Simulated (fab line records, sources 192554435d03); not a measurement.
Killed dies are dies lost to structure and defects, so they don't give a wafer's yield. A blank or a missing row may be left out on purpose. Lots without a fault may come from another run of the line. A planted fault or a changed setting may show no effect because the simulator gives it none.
Chamber matching | flow n5_finfet | N5_FIN_SAQP_ETCH_51 on rie_diel-06: 4 sister chambers
The step etches SiARC in CF4, target depth 45.5 nm, time 75.8 s. 4 wafers are shown with their chamber, then 11 later ones without.

WAFERS WITH THEIR CHAMBER
wafer  | chamber | showerhead_plenum_p_Torr (Torr)
L081.1 | 0       | 2.23
L082.2 | 2       | 2.05
L082.5 | 1       | 2.14
L087.3 | 3       | 2.05

WAFERS WITHOUT THEIR CHAMBER
wafer  | showerhead_plenum_p_Torr (Torr)
L087.4 | 2.22
L087.5 | 2.05
L089.1 | 2.13
L089.2 | 2.04
L089.6 | 2.05
L094.1 | 2.04
L094.2 | 2.13
L094.4 | 2.04
L097.1 | 2.22
L097.4 | 2.04
L097.6 | 2.05

WHICH CHAMBER EACH WENT THROUGH
wafer  | from the rows above     | in truth
L087.4 | 0                       | 0
L087.5 | can't be placed: 2 or 3 | 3
L089.1 | 1                       | 1
L089.2 | can't be placed: 2 or 3 | 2
L089.6 | can't be placed: 2 or 3 | 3
L094.1 | can't be placed: 2 or 3 | 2
L094.2 | 1                       | 1
L094.4 | can't be placed: 2 or 3 | 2
L097.1 | 0                       | 0
L097.4 | can't be placed: 2 or 3 | 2
L097.6 | can't be placed: 2 or 3 | 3
Placed correctly: 4 of 11. Can't be placed from these rows: 7 (the true chamber is among the candidates in 7). Placed wrongly: 0.
How it was worked out, from the rows above alone: a wafer's distance from a chamber is the root of the sum, over the readings, of the square of ((its reading less the chamber's mean) divided by the reading's scatter). The wafer belongs to the nearest chamber; if the next one is less than 2 further off, it can't be placed. A chamber's mean is the mean of its shown wafers. The scatter: with one shown wafer a chamber, the root of the mean of the squares of how far each hidden wafer lies from its nearest shown one.
